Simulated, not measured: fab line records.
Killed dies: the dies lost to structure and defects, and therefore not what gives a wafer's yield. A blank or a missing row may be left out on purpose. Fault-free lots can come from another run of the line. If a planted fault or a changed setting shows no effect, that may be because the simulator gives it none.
Chamber matching :: flow n5Finfet :: 4 sister chambers for N5_BEOL_M13_VIA_ETCH_16 on rieDiel-06
The step etches SiOC in C4F8/O2/Ar, target depth 921.7 nm. 4 wafers are shown with their chamber, then 8 later ones without.

WAFERS, EACH WITH ITS CHAMBER
wafer: L087.5
chamber: 3
drypumpMotorCurrentA (A): 4.8

wafer: L089.2
chamber: 0
drypumpMotorCurrentA (A): 4.8

wafer: L089.5
chamber: 2
drypumpMotorCurrentA (A): 4.6

wafer: L088.1
chamber: 1
drypumpMotorCurrentA (A): 5.8

WAFERS MISSING THEIR CHAMBER
wafer: L088.2
drypumpMotorCurrentA (A): 4.8

wafer: L088.3
drypumpMotorCurrentA (A): 4.8

wafer: L096.1
drypumpMotorCurrentA (A): 4.8

wafer: L096.3
drypumpMotorCurrentA (A): 4.6

wafer: L096.4
drypumpMotorCurrentA (A): 4.8

wafer: L097.2
drypumpMotorCurrentA (A): 4.8

wafer: L097.4
drypumpMotorCurrentA (A): 5.8

wafer: L097.5
drypumpMotorCurrentA (A): 4.7

WHICH CHAMBER EACH WENT THROUGH
wafer: L088.2
from the rows above: can't be placed: 0 or 3
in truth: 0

wafer: L088.3
from the rows above: can't be placed: 0 or 3
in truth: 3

wafer: L096.1
from the rows above: can't be placed: 0 or 3
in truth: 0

wafer: L096.3
from the rows above: 2
in truth: 2

wafer: L096.4
from the rows above: can't be placed: 0 or 3
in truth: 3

wafer: L097.2
from the rows above: can't be placed: 0 or 3
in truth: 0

wafer: L097.4
from the rows above: 1
in truth: 1

wafer: L097.5
from the rows above: can't be placed: 0 or 3 or 2
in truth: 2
Correct placement for 2 of the 8. These rows do not allow placing 6 (true chamber among the candidates in 6). Placed wrongly: 0.
How it was worked out, from the rows above alone: a wafer's distance from a chamber is the root of the sum, over the readings, of the square of ((its reading less the chamber's mean) divided by the reading's scatter). The wafer belongs to the nearest chamber; if the next one is less than 2 further off, it can't be placed. For every chamber, the mean is computed from those of its wafers that are shown. The scatter: root of mean squared gap, hidden wafer to nearest shown wafer, with one shown wafer a chamber.
